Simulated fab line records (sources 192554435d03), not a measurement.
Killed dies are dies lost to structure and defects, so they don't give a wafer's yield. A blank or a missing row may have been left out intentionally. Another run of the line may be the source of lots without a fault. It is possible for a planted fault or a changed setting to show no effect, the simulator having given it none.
fab line records	flow n5Finfet
[record] lots = 5	wafers = 15	lastDay = 17
route steps=1938 shown BEOL_M0@735 BEOL_M1@751 BEOL_M4@1111 PASSIVATION@1936
lots untouched by any fault: they come from a run of this same line in which no faults occurred
startH: hours from the record's opening day to when the first of the lot's shown wafers began	waitH: time in hours since the lot's previous step	" same as the row above	L1.1+2: one row covering several wafers at once	- no value present, or no start provided	* or withheld: withheld	< > ~ a bound
route shown NAME@n: a module of which the file shows steps, and the number in the route of the first	usual: average and standard deviation across the fault-free wafers	same: alike in all rows	chamber/n: place in a boat	sites: each site's reading	_std_site: the standard deviation of these	_edge_site: outer sites' mean less inner sites'	radiusMm: for every site, how far away it sits from the centre of the wafer	mask NAME#n: copy n	behind: the tool/chamber that last shaped the wafer	hold: the reason the lot was held/the length of the hold in hours/how it ended	device: whichever transistor did not switch (one of n, p or np)	end of line: tests of these same wafers at the route's end	a step without rows: its recipe alone	killed: dies that structure and defects cost at the first sort, which is not the same as the wafer's yield	map: shows each die of a wafer: x if killed, . if not, _ if none is there
set.NAME: the setting that was run; set.NAME@STEP: the one run at that earlier step	model.NAME: the simulator's own value behind a step, which no gauge read
a table for each step, a row for each wafer; lots at some steps of the route
services: from which hour (startH, from the record's first day; less than 0 if before it) a tool's chamber was out of use, for how many hours, and why
[[steps]]
[step N5_BEOL_M0_ANNEAL_117]
[recipe] tempC = 400	timeS = 60	ambient = vacuum
[step N5_BEOL_M0_SPUTTER_132]
[recipe] material = Cu	targetThkA = 40	tempC = -20	chamberPressurePa = 0.07	powerW = withheld	timeS = 7.37
[step N5_BEOL_M0_ANNEAL_133]
[recipe] tempC = 400	timeS = 60	ambient = vacuum
[step N5_BEOL_M0_SPUTTER_134]
[recipe] material = Cu	targetThkA = 40	tempC = -20	chamberPressurePa = 0.07	powerW = withheld	timeS = 7.37
[step N5_BEOL_M0_ANNEAL_135]
[recipe] tempC = 400	timeS = 60	ambient = vacuum
[step N5_BEOL_M0_SPUTTER_141]
[recipe] material = Cu	targetThkA = 40	tempC = -20	chamberPressurePa = 0.07	powerW = withheld	timeS = 7.37
[step N5_BEOL_M0_ECD_118]
[recipe] material = Cu	targetThkA = 3000
[step N5_BEOL_M0_ANNEAL_119]
[recipe] tempC = 225	timeS = 90	ambient = N2
[step N5_BEOL_M0_CMP_120]
[recipe] stopOn = SiOC	tOverpolishS = 6.9	downForcePsi = 1	platenRpm = 50	clearingPlatenDownForcePsi = 1.5	clearingPlatenRpm = 50	postCmpClean = cuAlkaline	clearingPlatenPadVelocityMS = 0.99484	padVelocityMS = 0.99484
[step N5_BEOL_M0_PRE_CLEAN_131]
[recipe] gas = NH3/H2	timeS = 15	tempC = *	rfPowerW = 300
[step N5_BEOL_M0_CO_CAP_123]
[recipe] material = Co	targetThkA = 20	tempC = 200	precursor = CCTBA/H2	pressureTorr = 30	timeS = 102.1
[step N5_BEOL_M0_PRE_CLEAN_124]
[recipe] gas = NH3	timeS = 15	tempC = withheld	rfPowerW = 300
lot.wafer	tool	chamber	startH	waitH
L948.1+2+3	pecvd-04	0,1,2	151.54	0.1
L963.1+4+5	pecvd-04	1,0,2	235.81	0.1
L964.1+4+6	pecvd-04	1,0,1	239.14	0.1
L966.2+3+5	pecvd-03	1,1,0	250.42	0.1
L965.1+3+6	pecvd-04	2,0,1	251.19	0.1
[step N5_BEOL_M0_DEP_125]
[recipe] material = SiCN	targetThkA = 80	tempC = withheld	precursor = 3MS/NH3	pressureTorr = 3	rfW = 202	timeS = 14
[step N5_BEOL_M0_INSPECT_127]
[recipe] inspectInstrument = darkfield	mode = postDep
[usual] rawDefectCount = 79/30
lot.wafer	tool	chamber	startH	waitH	rawDefectCount
L948.1	defectInspect-01	-	151.66	0.0	78
L948.2	"	-	"	"	51
L948.3	"	-	"	"	55
L963.1	defectInspect-02	-	235.93	0.0	396
L963.4	"	-	"	"	436
L963.5	"	-	"	"	430
L964.1	defectInspect-02	-	239.26	0.0	385
L964.4	"	-	"	"	356
L964.6	"	-	"	"	356
L966.2	defectInspect-02	-	250.57	0.0	92
L966.3	"	-	"	"	86
L966.5	"	-	"	"	102
L965.1	defectInspect-01	-	251.31	0.0	343
L965.3	"	-	"	"	336
L965.6	"	-	"	"	345
[step N5_BEOL_M1_ILD_DEP_00]
[recipe] material = SiOC	targetThkA = 790	tempC = 350	precursor = DEMS/O2	pressureTorr = 5	rfW = 500	timeS = 15.3
[step N5_BEOL_M1_PECVD_72]
[recipe] material = SiO2	targetThkA = 160	tempC = 400	precursor = TEOS/O2	pressureTorr = 5.5	rfW = 450	teosFlowSccm = 53.8	gas = O2	flowSccm = 3000	timeS = 18
[step N5_BEOL_M1_HM_DEP_02]
[recipe] material = TiN	targetThkA = 200	tempC = 25	chamberPressurePa = 0.49996
[step N5_BEOL_M1_COAT_61]
[recipe] resist = SOC	tempC = 250	timeS = 60	spinRpm = 1500	resistThkNm = 60
[step N5_BEOL_M1_COAT_62]
[recipe] resist = SiARC	tempC = 220	timeS = 60	spinRpm = 1500	resistThkNm = 12
[step N5_BEOL_M1_COAT_73]
[recipe] resist = underlayer	tempC = 205	timeS = 60	spinRpm = 1500	resistThkNm = 5
[step N5_BEOL_M1_COAT_05]
[recipe] resist = CAR-EUV	spinRpm = 1500	resistThkNm = 30
[step N5_BEOL_M1_EBR_07]
[recipe] solvent = PGMEA	ebrWidthMm = 1.5
[step N5_BEOL_M1_SOFTBAKE_06]
[recipe] tempC = 110	timeS = 60	resist = CAR-EUV
[step N5_BEOL_M1_EXPOSE_08]
[recipe] maskId = M1	na = 0.33	sourceShape = dipole	sigmaInner = 0.369	sigmaOuter = 0.767	polarization = unpolarized	doseMj = 33
[step N5_BEOL_M1_PEB_09]
[recipe] pebTempC = 100	pebTimeS = 60	resist = CAR-EUV
[step N5_BEOL_M1_DEVELOP_10]
[recipe] developTimeS = 30	developer = TMAH	resist = CAR-EUV	rinseLiquid = surfactantRinse	dry = airSpin	devTempC = 23
[step N5_BEOL_M1_INSPECT_13]
[recipe] mode = adi	inspectInstrument = brightfield
[usual] rawDefectCount = 428/96
lot.wafer	tool	chamber	startH	waitH	rawDefectCount
L948.1	defectInspect-02	-	156.09	0.1	554
L948.2	"	-	"	"	540
L948.3	"	-	"	"	437
L963.1	defectInspect-02	-	237.66	0.1	701
L963.4	"	-	"	"	701
L963.5	"	-	"	"	786
L964.1	defectInspect-02	-	241.73	0.1	769
L964.4	"	-	"	"	738
L964.6	"	-	"	"	731
L966.2	defectInspect-02	-	254.05	0.0	384
L966.3	"	-	"	"	553
L966.5	"	-	"	"	296
L965.1	defectInspect-01	-	254.40	0.1	576
L965.3	"	-	"	"	563
L965.6	"	-	"	"	622
[step N5_BEOL_M1_DESCUM_16]
[recipe] chemistry = O2	timeS = 7	sourcePowerW = 50	biasPowerW = 20	pressureMtorr = 20	rfFrequencyHz = 2.712e+07	tempC = 40	resist = CAR-EUV	o2FlowSccm = 225
[step N5_BEOL_M1_ETCH_74]
[recipe] chemistry = N2/H2	target = underlayer	targetDepthA = 65	maskMaterial = CAR-EUV	timeS = 5.2	ionEnergyEv = 200	pressureMtorr = 30	sourceW = 840	biasW = 150	n2FlowSccm = 200	h2FlowSccm = 200	ends = cleared
[step N5_BEOL_M1_ETCH_63]
[recipe] chemistry = CF4	target = SiARC	targetDepthA = 156	maskMaterial = CAR-EUV	timeS = 26	ionEnergyEv = 80	pressureMtorr = 40	sourceW = 545	biasW = 36	Ar_flow_sccm = 100	cf4FlowSccm = 100	ends = cleared
[step N5_BEOL_M1_ETCH_64]
[recipe] chemistry = N2/H2	target = SOC	targetDepthA = 750	overetchA = 150	maskMaterial = SiARC	tempC = 40	timeS = 112.5	ionEnergyEv = 200	pressureMtorr = 30	sourceW = 840	biasW = 150	n2FlowSccm = 200	h2FlowSccm = 200
[step N5_BEOL_M1_STRIP_65]
[recipe] chemistry = N2/H2	tempC = 40	n2FlowSccm = 200	h2FlowSccm = 200	rfFrequencyHz = 6e+07
[step N5_BEOL_M1_STRIP_75]
[recipe] chemistry = N2/H2	tempC = 40	n2FlowSccm = 200	h2FlowSccm = 200	rfFrequencyHz = 6e+07
[step N5_BEOL_M1_STRIP_66]
[recipe] chemistry = CF4	resist = SiARC	powerW = 300	biasPowerW = 75	pressureMtorr = 50	cf4FlowSccm = 150	rfFrequencyHz = 6e+07
[step N5_BEOL_M1_HM_OPEN_17]
[recipe] chemistry = Cl2/BCl3	targetDepthA = 200	overetchA = 60	target = TiN	maskMaterial = SOC	ionEnergyEv = 150	pressureMtorr = 10	icpW = 1000	biasW = 126	Cl2_flow_sccm = 53.25	bcl3FlowSccm = 21.75	Ar_flow_sccm = 25
[step N5_BEOL_M1_STRIP_19]
[recipe] chemistry = O2	powerW = 400	tempC = 40	pressureMtorr = 30	rfFrequencyHz = 6e+07	biasPowerW = 0	overashFraction = 0.2	o2FlowSccm = 225
[step N5_BEOL_M1_INSPECT_30]
[recipe] mode = adi	inspectInstrument = brightfield
[usual] rawDefectCount = 423/93
lot.wafer	tool	chamber	startH	waitH	rawDefectCount
L948.1	defectInspect-01	-	157.10	0.1	511
L948.2	"	-	"	"	456
L948.3	"	-	"	"	375
L963.1	defectInspect-01	-	239.18	0.1	679
L963.4	"	-	"	"	672
L963.5	"	-	"	"	737
L964.1	defectInspect-01	-	242.69	0.1	710
L964.4	"	-	"	"	690
L964.6	"	-	"	"	655
L966.2	defectInspect-01	-	255.11	0.0	330
L966.3	"	-	"	"	490
L966.5	"	-	"	"	274
L965.1	defectInspect-02	-	255.40	0.1	616
L965.3	"	-	"	"	590
L965.6	"	-	"	"	653
[step N5_BEOL_M4_RC_MEAS_101]
[usual] DIBL_N = 36.9/2.1	DIBL_P = 37.1/2.5	IOFF_N = 0.17/0.039	IOFF_P = 0.23/0.043	ION_N = 673/15	ION_P = 462/9.1	SS_N = 71.8/0.69	SS_P = 73.6/0.74	VT_N = 250/3.6	VT_P = -249.7/2.9
lot.wafer	tool	chamber	startH	waitH	DIBL_N[mV/V]	DIBL_P[mV/V]	IOFF_N[nA/um]	IOFF_P[nA/um]	ION_N[uA/um]	ION_P[uA/um]	SS_N[mV/dec]	SS_P[mV/dec]	VT_N[mV]	VT_P[mV]
L948.1	prober-02	0	197.47	0.0	38.4	39.1	0.20	0.26	690	470	72.4	74.5	250	-250.4
L948.2	"	0	"	"	35.2	35.7	0.16	0.21	691	471	71.2	73.7	251	-251.3
L948.3	"	0	"	"	37.5	37.1	0.19	0.22	675	454	72.3	74.0	250	-252.9
L964.1	prober-02	0	283.86	0.0	33.9	34.3	0.13	0.18	686	467	70.5	73.5	251	-252.5
L964.4	"	0	"	"	34.1	34.3	0.13	0.19	661	460	71.3	72.4	254	-252.5
L964.6	"	0	"	"	35.0	35.4	0.15	0.20	682	471	70.8	74.0	251	-250.0
L963.1	prober-01	0	283.97	0.0	37.0	35.9	0.18	0.20	680	461	72.4	73.5	249	-250.5
L963.4	"	0	"	"	37.0	38.2	0.19	0.25	680	463	71.8	74.2	246	-246.9
L963.5	"	0	"	"	38.3	37.4	0.21	0.22	683	468	73.3	73.3	247	-246.5
L965.1	prober-01	0	299.41	0.0	34.9	35.0	0.15	0.21	673	461	71.7	73.4	250	-247.6
L965.3	"	0	"	"	37.7	37.8	0.22	0.28	680	468	72.5	74.2	245	-246.1
L965.6	"	0	"	"	35.2	35.1	0.17	0.23	676	471	71.3	73.2	247	-246.1
L966.2	prober-02	0	302.25	0.2	33.7	33.2	0.11	0.17	641	446	70.5	72.0	255	-254.4
L966.3	"	0	"	"	33.9	32.4	0.12	0.16	660	451	71.4	72.4	251	-255.9
L966.5	"	0	"	"	36.3	35.9	0.15	0.20	657	453	71.7	73.6	252	-250.6
[step N5_PASSIVATION_PROBE_49]
[usual] defectLimitedYield = 91.3/1.4	killed_at_M0_to_M3 = 32/9.5	killed_at_M4_up = 14/5.2	killedAtContacts = 13/5.7	killedAtFrontEnd = 41/12	killedAtOther = 3.5/2.6	killedDies = 103/17	killedOnRim = 14/4	killedOpen = 68/14	killedShort = 32/7	sort_bin_5_function = 5.0/0.91	sort_bin_6_memory = 3.3/0.7	sort_bin_8_speed = 0.03/0.22	sortNPass = 1076/17	sortYieldPct = 91.2/1.4
[same] grossDies = 1180	killedAtBackSide = 0	sort_bin_4_leakage[%] = 0
lot.wafer	tool	chamber	startH	waitH	defectLimitedYield[%]	killed_at_M0_to_M3	killed_at_M4_up	killedAtContacts	killedAtFrontEnd	killedAtOther	killedDies	killedOnRim	killedOpen	killedShort	sort_bin_5_function[%]	sort_bin_6_memory[%]	sort_bin_8_speed[%]	sortNPass	sortYieldPct[%]
L948.1	prober-01	-	301.33	0.0	91.9	28	16	8	38	5	95	13	65	28	5.0	2.8	0	1085	91.9
L948.2	prober-01	-	301.38	0.1	92.0	45	9	7	30	3	94	15	69	22	5.5	2.4	0	1086	92.0
L948.3	prober-01	-	301.43	0.1	90.8	57	13	8	29	1	108	13	66	39	5.8	3.0	0	1072	90.8
L964.1	prober-01	-	378.08	0.0	83.8	107	20	8	55	1	191	37	71	32	9.9	4.2	0	989	83.8
L964.4	prober-01	-	378.23	0.2	82.1	121	11	22	55	2	211	22	85	29	10.7	5.1	0	969	82.1
L964.6	prober-01	-	378.33	0.3	83.9	108	9	12	61	0	190	27	80	28	10.3	4.4	0	990	83.9
L963.1	prober-01	-	389.90	0.0	84.7	125	7	10	34	5	181	24	66	31	9.6	4.4	0	999	84.7
L963.4	prober-01	-	390.05	0.2	82.0	129	27	16	33	7	212	16	80	34	10.7	5.7	0	968	82.0
L963.5	prober-01	-	390.10	0.2	84.4	119	8	8	40	9	184	31	56	33	9.3	3.6	0	996	84.4
L965.1	prober-02	-	390.68	0.0	85.1	108	5	15	39	9	176	24	66	31	10.2	3.4	0	1004	85.1
L965.3	prober-02	-	390.78	0.1	82.0	149	14	10	33	6	212	16	76	30	11.3	5.2	0	968	82.0
L965.6	prober-02	-	390.93	0.3	84.2	119	7	17	42	2	187	35	83	28	9.7	4.4	0	993	84.2
// killed by level:class
L948.1 BEOL_M2:geometricParticle:open=9 FIN_SAQP:geometricParticle:open=8 STI_FIN_REVEAL:geometricParticle:open=6 GATE_CUT:geometricParticle:short=6 GATE_CUT:geometricParticle:open=6 MOL_CONTACT_COAG:geometricParticle:open=6 BEOL_M3:geometricParticle:open=5 BEOL_M4:geometricParticle:open=5
L948.2 STI_FIN_REVEAL:geometricParticle:open=12 BEOL_M3:geometricParticle:open=10 MOL_CONTACT_COAG:geometricParticle:open=7 BEOL_M0_SAQP:geometricParticle:short=7 BEOL_M2:geometricParticle:open=7 BEOL_M0_SAQP:geometricParticle:open=6 BEOL_M1:geometricParticle:open=6 BEOL_M0:geometricParticle:open=5
L948.3 BEOL_M0_SAQP:geometricParticle:short=19 BEOL_M3:geometricParticle:open=12 BEOL_M0_SAQP:geometricParticle:open=9 BEOL_M0:geometricParticle:open=9 FIN_SAQP:geometricParticle:short=7 MOL_CONTACT_COAG:geometricParticle:open=7 BEOL_M4:geometricParticle:open=7 STI_FIN_REVEAL:geometricParticle:open=5
L964.1 BEOL_M0:unspecified=78 BEOL_M4:geometricParticle:open=15 STI_FIN_REVEAL:geometricParticle:open=11 BEOL_M3:geometricParticle:open=10 HKMG_FIN:areaEtch=10 FIN_SAQP:geometricParticle:open=9 MOL_CONTACT_COAG:geometricParticle:open=8 FIN_SAQP:geometricParticle:short=6
L964.4 BEOL_M0:unspecified=89 STI_FIN_REVEAL:geometricParticle:open=19 MOL_CONTACT_COAG:geometricParticle:open=16 BEOL_M1:geometricParticle:open=13 FIN_SAQP:geometricParticle:open=9 HKMG_FIN:areaEtch=8 BEOL_M4:geometricParticle:open=7 BEOL_M3:geometricParticle:open=7
L964.6 BEOL_M0:unspecified=75 STI_FIN_REVEAL:geometricParticle:open=17 MOL_CONTACT_COAG:geometricParticle:open=11 BEOL_M1:geometricParticle:open=10 FIN_SAQP:geometricParticle:open=10 FIN_SAQP:geometricParticle:short=8 BEOL_M3:geometricParticle:open=7 HKMG_FIN:areaEtch=7
L963.1 BEOL_M0:unspecified=81 BEOL_M2:geometricParticle:open=15 BEOL_M0_SAQP:geometricParticle:open=11 STI_FIN_REVEAL:geometricParticle:open=8 MOL_CONTACT_COAG:geometricParticle:open=8 FIN_SAQP:geometricParticle:open=7 BEOL_M0_SAQP:geometricParticle:short=6 FIN_SAQP:geometricParticle:short=5
L963.4 BEOL_M0:unspecified=96 MOL_CONTACT_COAG:geometricParticle:open=14 BEOL_M2:geometricParticle:open=13 FIN_SAQP:geometricParticle:short=10 BEOL_M4:geometricParticle:open=9 BEOL_M0_SAQP:geometricParticle:short=7 BEOL_M0_SAQP:geometricParticle:open=6 BEOL_M5:geometricParticle:open=6
L963.5 BEOL_M0:unspecified=84 HKMG_FIN:areaEtch=11 BEOL_M2:geometricParticle:open=9 FIN_SAQP:geometricParticle:short=6 MOL_CONTACT_COAG:geometricParticle:open=6 BEOL_M0_SAQP:geometricParticle:open=6 BEOL_M0_SAQP:geometricParticle:short=6 BEOL_M3:geometricParticle:short=6
L965.1 BEOL_M0:unspecified=79 MOL_CONTACT_COAG:geometricParticle:open=12 FIN_SAQP:geometricParticle:open=11 BEOL_M2:geometricParticle:open=10 BEOL_M3:geometricParticle:open=8 DUMMY_GATE:geometricParticle:open=7 FIN_SAQP:geometricParticle:short=5 BEOL_M0_SAQP:geometricParticle:short=4
L965.3 BEOL_M0:unspecified=102 BEOL_M3:geometricParticle:open=14 BEOL_M0_SAQP:geometricParticle:short=11 MOL_CONTACT_COAG:geometricParticle:open=10 BEOL_M0_SAQP:geometricParticle:open=9 FIN_SAQP:geometricParticle:open=8 BEOL_M4:geometricParticle:open=8 DUMMY_GATE:geometricParticle:open=6
L965.6 BEOL_M0:unspecified=76 BEOL_M3:geometricParticle:open=17 MOL_CONTACT_COAG:geometricParticle:open=15 DUMMY_GATE:geometricParticle:open=9 FIN_SAQP:geometricParticle:open=8 GATE_CUT:geometricParticle:short=7 BEOL_M2:geometricParticle:open=7 BEOL_M0_SAQP:geometricParticle:short=5
// map L963.4 (x killed, . not)
_________________.....x......________________
______________.......x.x........_____________
___________.................x......__________
__________x.........x.....x.....x..._________
________........x...............x....._______
_______x....x.x........................______
______..x..........................x.x.._____
_____...........x...x..................xx____
____.......x.................x..x.........___
___........x..x.....x..x...xx.........x....__
___............x..x.x..........x...........__
__.........x............x..xxx.xx.x.x..x...._
__...x............xx....xxxxxxxxx.x..x......_
_x...............xx.....xxxxxxxxxxx......x...
_x.........x....x...x....xxxxxxxxxx.x...x....
_x..x...x.x.............xxxxxxxxxxxxx.....x..
_.......x.....xx...x...x.xxxxxxxxxx.x..x.x...
_.......................x.xxxxxxx.x..........
_..........x............xxxxxxxxxx..x........
_xx...x....x......x......xxxxxxxx....x.......
_...............x....x...xxx..x.x........x...
__......................x.x....x............_
__.............x....................x.x.x..._
___x......x..x...x..........x.x..x...xx....__
___........x..x................x..........x__
____..............x......x................___
_____.........x........x.....x.........x.____
______.......x....x.............x......._____
_______.xx.........................xx..______
________........................x.x..._______
__________................xx......x._________
___________...x....................__________
______________....x.x..xx....x.._____________
_________________............________________
// map L964.4 (x killed, . not)
_________________.x.....x....________________
______________...x.x............_____________
___________..............x.x..x....__________
__________x.........x......x........_________
________..........x............x.....x_______
_______....x.......x..................x______
______....x...xx..........x............._____
_____......x..........x.......x..x......x____
____.......x....x.x.................x...x.___
___.x........x...............x............x__
___.............x....x...x..x..x.xx..x.....__
__............x.....x...x...x...x.x..x.....x_
__.x.........x..........x.xxx.xxxx.x..x...x._
_....x..........x.....x.xxxxxxxxxxx.x...x....
_...x....x...x...........xxxxxxxxx..x........
_x.x...................x.x.xxxxxxxxxxxx.x....
_.................x....x.xxxxxxxxxx.....x....
_.......x................xx.xxxxxx.x..xx.....
_..................x.x.x..xxxxxx..x.........x
_..x.............x.x.xxx.x.xxxxxx............
_...x........x.....xx.....xx..x.x.xx....x....
__....x.....x.......x.x.................x..._
__...x..........x.x..x......................_
___x...........x.....x................x....__
___...........x.....x...x.x..............x.__
____...........x.x..x.....................___
_____...............xx..............x...x____
______........x.x..x....x.x.x..........._____
_______.......................x........______
________..x..........................._______
__________.x...........x............_________
___________..x........x............__________
______________x...........xx...._____________
_________________......x.x...________________
[[services]]
tool	chamber	startH	hours	kind
pecvd-03	0	147.55	3.9	repair
pecvd-03	1	189.52	2.1	scheduledDown
pecvd-03	-	205.77	3.3	repair
pecvd-03	2	231.16	2.1	scheduledDown
pecvd-03	2	233.29	-	clean
pecvd-03	2	233.29	-	consumableReplace:showerhead
pecvd-03	2	233.29	29.0	scheduledDown
pecvd-03	2	233.29	29.0	ventCycle
pecvd-04	0	247.73	2.1	scheduledDown
[[key]]
[firstSign] step = N5_BEOL_M0_INSPECT_127	reading = rawDefectCount	direction = up	sigmas = 9.8	usual = 79	struck = 376
[effect] step = N5_BEOL_M1_INSPECT_13	reading = rawDefectCount	direction = up	sigmas = 2.7	usual = 428	struck = 687
[effect] step = N5_BEOL_M1_INSPECT_30	reading = rawDefectCount	direction = up	sigmas = 2.6	usual = 423	struck = 667
[effect] step = N5_PASSIVATION_PROBE_49	reading = killed_at_M0_to_M3	direction = up	sigmas = 9.3	usual = 32	struck = 121
[moreKillsBornAt] N5_BEOL_M0_PRE_CLEAN_124@pecvd-04 = 760
metAt N5_BEOL_M0_PRE_CLEAN_124
struckWafers L963.1,L963.4,L963.5,L964.1,L964.4,L964.6,L965.1,L965.3,L965.6
[baselineLoss] step = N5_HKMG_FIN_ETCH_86	wafers = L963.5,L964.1
onsetBetween 151.54 235.81
[fault] kind = chamberParticleSource	tool = pecvd-04	chamber = -	onsetH = 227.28	steps = N5_BEOL_M0_PRE_CLEAN_124	ratePerVisitCm2 = 0.45064	endH = 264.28
// baselineLoss: these wafers lose ten dies or more at that step, a loss of the line's own and not of a fault; the sort's usual values leave them out
